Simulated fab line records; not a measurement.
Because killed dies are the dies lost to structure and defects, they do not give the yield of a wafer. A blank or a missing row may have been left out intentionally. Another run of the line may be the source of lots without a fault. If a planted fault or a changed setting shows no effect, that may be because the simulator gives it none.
Which tool did it? || flow n5Finfet || Sampling: 12 lots, 33 wafers, 5 of 1938 route steps

== WHAT THE GAUGES SHOWED, per wafer ==
N5_BEOL_M4_CD_MEAS_35: target cd 18 nm, target cd y 22.4 nm. Usual: cdNm 17.9 nm, standard deviation 0.34.
{"lot": "L327", "measured": "day 8 03:32", "on": "cdSem-03", "cdNm (nm)": "17.6 17.9 17.9", "flag": ""}
{"lot": "L332", "measured": "day 9 06:23", "on": "cdSem-02", "cdNm (nm)": "17.0 17.7 17.6", "flag": ""}
{"lot": "L333", "measured": "day 9 10:05", "on": "cdSem-01", "cdNm (nm)": "18.2 18.0 17.4", "flag": ""}
{"lot": "L334", "measured": "day 9 19:06", "on": "cdSem-03", "cdNm (nm)": "18.3 18.0 18.1", "flag": ""}
{"lot": "L335", "measured": "day 10 06:56", "on": "cdSem-02", "cdNm (nm)": "17.5 17.7 17.8", "flag": ""}
{"lot": "L336", "measured": "day 10 13:46", "on": "cdSem-03", "cdNm (nm)": "18.3 18.2", "flag": ""}
{"lot": "L337", "measured": "day 10 14:01", "on": "cdSem-03", "cdNm (nm)": "17.8 17.6 18.0", "flag": ""}
{"lot": "L338", "measured": "day 11 01:20", "on": "cdSem-03", "cdNm (nm)": "17.4 17.6 17.7", "flag": ""}
{"lot": "L339", "measured": "day 11 05:41", "on": "cdSem-01", "cdNm (nm)": "17.9 17.5", "flag": ""}
{"lot": "L343", "measured": "day 12 06:05", "on": "cdSem-02", "cdNm (nm)": "18.3 17.5", "flag": ""}
{"lot": "L346", "measured": "day 12 16:15", "on": "cdSem-01", "cdNm (nm)": "17.7 18.0 17.6", "flag": ""}
{"lot": "L349", "measured": "day 13 09:01", "on": "cdSem-01", "cdNm (nm)": "17.9 17.4 17.9", "flag": ""}

N5_BEOL_M4_RC_MEAS_101. Usual: DIBL_N 36.1 mV/V, standard deviation 1.6; DIBL_P 35.8 mV/V, standard deviation 2.1; IOFF_N 0.16 nA/um, standard deviation 0.031; IOFF_P 0.21 nA/um, standard deviation 0.034; ION_N 673 uA/um, standard deviation 12; ION_P 461 uA/um, standard deviation 7.2; SS_N 71.4 mV/dec, standard deviation 0.59; SS_P 73.3 mV/dec, standard deviation 0.63; VT_N 250 mV, standard deviation 3.1; VT_P -250 mV, standard deviation 3.3.
{"lot": "L327", "measured": "day 8 07:15", "on": "prober-02", "DIBL_N (mV/V)": "36.1 36.0 36.9", "DIBL_P (mV/V)": "36.1 35.6 36.0", "IOFF_N (nA/um)": "0.17 0.16 0.17", "IOFF_P (nA/um)": "0.21 0.21 0.21", "ION_N (uA/um)": "676 670 689", "ION_P (uA/um)": "463 457 465", "SS_N (mV/dec)": "71.7 71.8 71.4", "SS_P (mV/dec)": "73.4 73.3 74.3", "VT_N (mV)": "248 249 247", "VT_P (mV)": "-253 -250 -252", "flag": ""}
{"lot": "L332", "measured": "day 9 10:52", "on": "prober-01", "DIBL_N (mV/V)": "39.2 37.8 38.8", "DIBL_P (mV/V)": "40.4 38.3 38.2", "IOFF_N (nA/um)": "0.20 0.17 0.19", "IOFF_P (nA/um)": "0.27 0.25 0.24", "ION_N (uA/um)": "688 676 675", "ION_P (uA/um)": "470 465 461", "SS_N (mV/dec)": "71.9 71.4 72.3", "SS_P (mV/dec)": "74.5 74.2 73.5", "VT_N (mV)": "246 248 252", "VT_P (mV)": "-246 -245 -248", "flag": ""}
{"lot": "L333", "measured": "day 9 18:20", "on": "prober-01", "DIBL_N (mV/V)": "35.0 33.3 35.1", "DIBL_P (mV/V)": "35.2 31.9 35.1", "IOFF_N (nA/um)": "0.14 0.10 0.14", "IOFF_P (nA/um)": "0.18 0.14 0.18", "ION_N (uA/um)": "666 649 662", "ION_P (uA/um)": "455 445 452", "SS_N (mV/dec)": "71.4 70.9 70.7", "SS_P (mV/dec)": "72.9 72.0 73.5", "VT_N (mV)": "251 261 252", "VT_P (mV)": "-255 -256 -255", "flag": ""}
{"lot": "L334", "measured": "day 9 23:06", "on": "prober-01", "DIBL_N (mV/V)": "37.1 35.8 37.0", "DIBL_P (mV/V)": "35.6 34.7 35.9", "IOFF_N (nA/um)": "0.18 0.14 0.17", "IOFF_P (nA/um)": "0.23 0.21 0.24", "ION_N (uA/um)": "691 671 683", "ION_P (uA/um)": "465 461 471", "SS_N (mV/dec)": "72.0 71.1 72.0", "SS_P (mV/dec)": "73.1 73.3 73.2", "VT_N (mV)": "247 250 247", "VT_P (mV)": "-249 -247 -245", "flag": ""}
{"lot": "L335", "measured": "day 10 12:10", "on": "prober-01", "DIBL_N (mV/V)": "38.0 37.3 36.9", "DIBL_P (mV/V)": "38.3 35.4 35.4", "IOFF_N (nA/um)": "0.17 0.14 0.14", "IOFF_P (nA/um)": "0.26 0.21 0.21", "ION_N (uA/um)": "679 660 664", "ION_P (uA/um)": "480 458 462", "SS_N (mV/dec)": "72.0 71.1 71.9", "SS_P (mV/dec)": "73.9 73.1 72.7", "VT_N (mV)": "250 249 253", "VT_P (mV)": "-244 -249 -248", "flag": ""}
{"lot": "L336", "measured": "day 10 17:59", "on": "prober-02", "DIBL_N (mV/V)": "36.4 36.4", "DIBL_P (mV/V)": "35.5 36.1", "IOFF_N (nA/um)": "0.14 0.15", "IOFF_P (nA/um)": "0.18 0.21", "ION_N (uA/um)": "667 668", "ION_P (uA/um)": "453 454", "SS_N (mV/dec)": "70.6 70.6", "SS_P (mV/dec)": "73.6 73.7", "VT_N (mV)": "251 251", "VT_P (mV)": "-253 -251", "flag": ""}
{"lot": "L337", "measured": "day 10 18:57", "on": "prober-01", "DIBL_N (mV/V)": "35.4 35.0 35.7", "DIBL_P (mV/V)": "36.1 35.7 36.6", "IOFF_N (nA/um)": "0.14 0.14 0.14", "IOFF_P (nA/um)": "0.17 0.17 0.18", "ION_N (uA/um)": "667 676 664", "ION_P (uA/um)": "452 460 452", "SS_N (mV/dec)": "71.0 71.0 71.4", "SS_P (mV/dec)": "73.5 72.2 73.3", "VT_N (mV)": "253 251 254", "VT_P (mV)": "-256 -255 -255", "flag": ""}
{"lot": "L338", "measured": "day 11 06:13", "on": "prober-01", "DIBL_N (mV/V)": "34.2 34.6 36.7", "DIBL_P (mV/V)": "34.8 36.0 36.9", "IOFF_N (nA/um)": "0.14 0.15 0.18", "IOFF_P (nA/um)": "0.20 0.21 0.21", "ION_N (uA/um)": "666 688 687", "ION_P (uA/um)": "463 478 471", "SS_N (mV/dec)": "70.9 71.3 71.7", "SS_P (mV/dec)": "72.3 72.5 73.6", "VT_N (mV)": "250 248 247", "VT_P (mV)": "-249 -250 -254", "flag": ""}
{"lot": "L339", "measured": "day 11 10:46", "on": "prober-01", "DIBL_N (mV/V)": "36.6 36.2", "DIBL_P (mV/V)": "36.1 34.7", "IOFF_N (nA/um)": "0.16 0.15", "IOFF_P (nA/um)": "0.22 0.19", "ION_N (uA/um)": "667 665", "ION_P (uA/um)": "463 457", "SS_N (mV/dec)": "71.8 71.3", "SS_P (mV/dec)": "73.7 72.7", "VT_N (mV)": "249 253", "VT_P (mV)": "-248 -249", "flag": ""}
{"lot": "L343", "measured": "day 12 10:57", "on": "prober-01", "DIBL_N (mV/V)": "37.6 39.6", "DIBL_P (mV/V)": "38.6 40.6", "IOFF_N (nA/um)": "0.17 0.23", "IOFF_P (nA/um)": "0.22 0.25", "ION_N (uA/um)": "674 690", "ION_P (uA/um)": "462 462", "SS_N (mV/dec)": "71.2 71.9", "SS_P (mV/dec)": "73.7 74.8", "VT_N (mV)": "247 245", "VT_P (mV)": "-251 -252", "flag": ""}
{"lot": "L346", "measured": "day 12 20:27", "on": "prober-01", "DIBL_N (mV/V)": "34.9 34.4 35.2", "DIBL_P (mV/V)": "34.4 33.1 34.6", "IOFF_N (nA/um)": "0.14 0.12 0.13", "IOFF_P (nA/um)": "0.20 0.17 0.20", "ION_N (uA/um)": "658 654 660", "ION_P (uA/um)": "457 450 454", "SS_N (mV/dec)": "71.2 70.5 71.1", "SS_P (mV/dec)": "72.8 72.2 73.1", "VT_N (mV)": "252 254 251", "VT_P (mV)": "-249 -253 -250", "flag": ""}
{"lot": "L349", "measured": "day 13 13:10", "on": "prober-02", "DIBL_N (mV/V)": "33.8 39.8 37.5", "DIBL_P (mV/V)": "31.7 39.0 36.7", "IOFF_N (nA/um)": "0.11 0.26 0.18", "IOFF_P (nA/um)": "0.18 0.31 0.27", "ION_N (uA/um)": "650 699 690", "ION_P (uA/um)": "464 474 471", "SS_N (mV/dec)": "70.8 71.7 71.7", "SS_P (mV/dec)": "71.4 73.9 73.3", "VT_N (mV)": "253 241 244", "VT_P (mV)": "-249 -241 -244", "flag": ""}

== WHICH TOOL RAN EACH LOT (tool, then ch and the chambers of the sampled wafers, then the start) ==
{"lot": "L327", "N5_BEOL_M4_CVD_47": "cvdCo-02 ch 0,1,2, day 8 04:14", "N5_BEOL_M4_SPUTTER_48": "pvdSputter-03, day 8 04:23", "N5_BEOL_M4_ANNEAL_82": "pvdSputter-03, day 8 04:55"}
{"lot": "L332", "N5_BEOL_M4_CVD_47": "cvdCo-02 ch 0,1, day 9 07:48", "N5_BEOL_M4_SPUTTER_48": "pvdSputter-02, day 9 07:58", "N5_BEOL_M4_ANNEAL_82": "pvdSputter-02, day 9 08:29"}
{"lot": "L333", "N5_BEOL_M4_CVD_47": "cvdCo-02 ch 0,1,2, day 9 10:41", "N5_BEOL_M4_SPUTTER_48": "pvdSputter-02, day 9 10:52", "N5_BEOL_M4_ANNEAL_82": "pvdSputter-02, day 9 11:23"}
{"lot": "L334", "N5_BEOL_M4_CVD_47": "cvdCo-02 ch 1,2, day 9 19:59", "N5_BEOL_M4_SPUTTER_48": "pvdSputter-01, day 9 20:13", "N5_BEOL_M4_ANNEAL_82": "pvdSputter-01, day 9 20:44"}
{"lot": "L335", "N5_BEOL_M4_CVD_47": "cvdCo-02 ch 0,2, day 10 07:58", "N5_BEOL_M4_SPUTTER_48": "pvdSputter-01, day 10 08:10", "N5_BEOL_M4_ANNEAL_82": "pvdSputter-01, day 10 08:41"}
{"lot": "L336", "N5_BEOL_M4_CVD_47": "cvdCo-01 ch 0,1, day 10 14:34", "N5_BEOL_M4_SPUTTER_48": "pvdSputter-01, day 10 14:40", "N5_BEOL_M4_ANNEAL_82": "pvdSputter-01, day 10 15:11"}
{"lot": "L337", "N5_BEOL_M4_CVD_47": "cvdCo-02 ch 0,1,2, day 10 15:09", "N5_BEOL_M4_SPUTTER_48": "pvdSputter-03, day 10 16:00", "N5_BEOL_M4_ANNEAL_82": "pvdSputter-03, day 10 16:31"}
{"lot": "L338", "N5_BEOL_M4_CVD_47": "cvdCo-01 ch 0,2, day 11 02:58", "N5_BEOL_M4_SPUTTER_48": "pvdSputter-01, day 11 03:11", "N5_BEOL_M4_ANNEAL_82": "pvdSputter-01, day 11 03:43"}
{"lot": "L339", "N5_BEOL_M4_CVD_47": "cvdCo-02 ch 0,1, day 11 07:35", "N5_BEOL_M4_SPUTTER_48": "pvdSputter-02, day 11 07:54", "N5_BEOL_M4_ANNEAL_82": "pvdSputter-02, day 11 08:25"}
{"lot": "L343", "N5_BEOL_M4_CVD_47": "cvdCo-02 ch 2, day 12 07:21", "N5_BEOL_M4_SPUTTER_48": "pvdSputter-03, day 12 07:47", "N5_BEOL_M4_ANNEAL_82": "pvdSputter-03, day 12 08:18"}
{"lot": "L346", "N5_BEOL_M4_CVD_47": "cvdCo-01 ch 0,1,2, day 12 17:02", "N5_BEOL_M4_SPUTTER_48": "pvdSputter-03, day 12 17:12", "N5_BEOL_M4_ANNEAL_82": "pvdSputter-03, day 12 17:43"}
{"lot": "L349", "N5_BEOL_M4_CVD_47": "cvdCo-01 ch 0,1,2, day 13 09:56", "N5_BEOL_M4_SPUTTER_48": "pvdSputter-02, day 13 10:06", "N5_BEOL_M4_ANNEAL_82": "pvdSputter-02, day 13 10:37"}
- N5_BEOL_M4_CVD_47: deposits Co from CCTBA/H2, target thk 3 nm, time 223.8 s.
- N5_BEOL_M4_SPUTTER_48: material Cu, target thk 4.5 nm, time 8.29 s.
- N5_BEOL_M4_ANNEAL_82: time 240 s.

== AS READ BY THE TOOLS THEMSELVES (means over the sampled wafers that have a number; for cases with no such wafer, the mark the record gives instead) ==
N5_BEOL_M4_CVD_47. Usual: runLengthS 246.9 s, standard deviation 0.54.
{"lot": "L327", "tool": "cvdCo-02", "runLengthS (s)": 246.9, "flag": ""}
{"lot": "L332", "tool": "cvdCo-02", "runLengthS (s)": 247.5, "flag": ""}
{"lot": "L333", "tool": "cvdCo-02", "runLengthS (s)": 246.8, "flag": ""}
{"lot": "L334", "tool": "cvdCo-02", "runLengthS (s)": 247.2, "flag": ""}
{"lot": "L335", "tool": "cvdCo-02", "runLengthS (s)": 247.1, "flag": ""}
{"lot": "L336", "tool": "cvdCo-01", "runLengthS (s)": 246.9, "flag": ""}
{"lot": "L337", "tool": "cvdCo-02", "runLengthS (s)": 310.1, "flag": "OFF"}
{"lot": "L338", "tool": "cvdCo-01", "runLengthS (s)": 246.6, "flag": ""}
{"lot": "L339", "tool": "cvdCo-02", "runLengthS (s)": 342.0, "flag": "OFF"}
{"lot": "L343", "tool": "cvdCo-02", "runLengthS (s)": 436.7, "flag": "OFF"}
{"lot": "L346", "tool": "cvdCo-01", "runLengthS (s)": 246.9, "flag": ""}
{"lot": "L349", "tool": "cvdCo-01", "runLengthS (s)": 246.7, "flag": ""}

N5_BEOL_M4_SPUTTER_48. Usual: throttleValvePct 30.1 %, standard deviation 0.95.
{"lot": "L327", "tool": "pvdSputter-03", "throttleValvePct (%)": 29.5, "flag": ""}
{"lot": "L332", "tool": "pvdSputter-02", "throttleValvePct (%)": 29.8, "flag": ""}
{"lot": "L333", "tool": "pvdSputter-02", "throttleValvePct (%)": 30.0, "flag": ""}
{"lot": "L334", "tool": "pvdSputter-01", "throttleValvePct (%)": 30.7, "flag": ""}
{"lot": "L335", "tool": "pvdSputter-01", "throttleValvePct (%)": 29.6, "flag": ""}
{"lot": "L336", "tool": "pvdSputter-01", "throttleValvePct (%)": 30.4, "flag": ""}
{"lot": "L337", "tool": "pvdSputter-03", "throttleValvePct (%)": 29.9, "flag": ""}
{"lot": "L338", "tool": "pvdSputter-01", "throttleValvePct (%)": 30.5, "flag": ""}
{"lot": "L339", "tool": "pvdSputter-02", "throttleValvePct (%)": 29.1, "flag": ""}
{"lot": "L343", "tool": "pvdSputter-03", "throttleValvePct (%)": 28.8, "flag": ""}
{"lot": "L346", "tool": "pvdSputter-03", "throttleValvePct (%)": 30.2, "flag": ""}
{"lot": "L349", "tool": "pvdSputter-02", "throttleValvePct (%)": 29.5, "flag": ""}

N5_BEOL_M4_ANNEAL_82. Usual: heaterPowerW 807 W, standard deviation 88.
{"lot": "L327", "tool": "pvdSputter-03", "heaterPowerW (W)": 765, "flag": ""}
{"lot": "L332", "tool": "pvdSputter-02", "heaterPowerW (W)": 855, "flag": ""}
{"lot": "L333", "tool": "pvdSputter-02", "heaterPowerW (W)": 772, "flag": ""}
{"lot": "L334", "tool": "pvdSputter-01", "heaterPowerW (W)": 839, "flag": ""}
{"lot": "L335", "tool": "pvdSputter-01", "heaterPowerW (W)": 757, "flag": ""}
{"lot": "L336", "tool": "pvdSputter-01", "heaterPowerW (W)": 757, "flag": ""}
{"lot": "L337", "tool": "pvdSputter-03", "heaterPowerW (W)": 824, "flag": ""}
{"lot": "L338", "tool": "pvdSputter-01", "heaterPowerW (W)": 818, "flag": ""}
{"lot": "L339", "tool": "pvdSputter-02", "heaterPowerW (W)": 750, "flag": ""}
{"lot": "L343", "tool": "pvdSputter-03", "heaterPowerW (W)": 770, "flag": ""}
{"lot": "L346", "tool": "pvdSputter-03", "heaterPowerW (W)": 794, "flag": ""}
{"lot": "L349", "tool": "pvdSputter-02", "heaterPowerW (W)": 753, "flag": ""}

== THE ANSWER, worked out from the rows above alone ==
Rule: lot off if the mean of its wafers having a number is beyond 3 standard deviations from the usual mean. Also off: a lot with no number at a reading for which 4 or more lots have one. All remaining lots with rows at the step are treated as sound. The gauges are gone through in route order, then the tools' own readings, and for those a lot's mean is taken as printed above. At the first step where some lot is off, the reading lying furthest off is the one used; lots without a number count as furthest.
Off: L337, L339, L343 (N5_BEOL_M4_CVD_47, runLengthS).
If a tool, at that step or one of the process steps before it, ran each lot that is off and ran no sound lot following the first of them, it fits. One fits: cvdCo-02 at N5_BEOL_M4_CVD_47. A fault onset in the window from L335 (day 10 07:58, its last sound lot) to L337 (day 10 15:09, its first lot off) fits.
The tool's own readings at N5_BEOL_M4_CVD_47 bear it out: on the lots that are off they differ by more than 5 times the standard deviation of the sound lots' means. runLengthS reads 362.9 s there against 247.0 s on the sound lots.

== WHAT THE SIMULATOR PUT IN ==
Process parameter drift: cvdCo-02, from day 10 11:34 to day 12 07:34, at N5_BEOL_M4_CVD_47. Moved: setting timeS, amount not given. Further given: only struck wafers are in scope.
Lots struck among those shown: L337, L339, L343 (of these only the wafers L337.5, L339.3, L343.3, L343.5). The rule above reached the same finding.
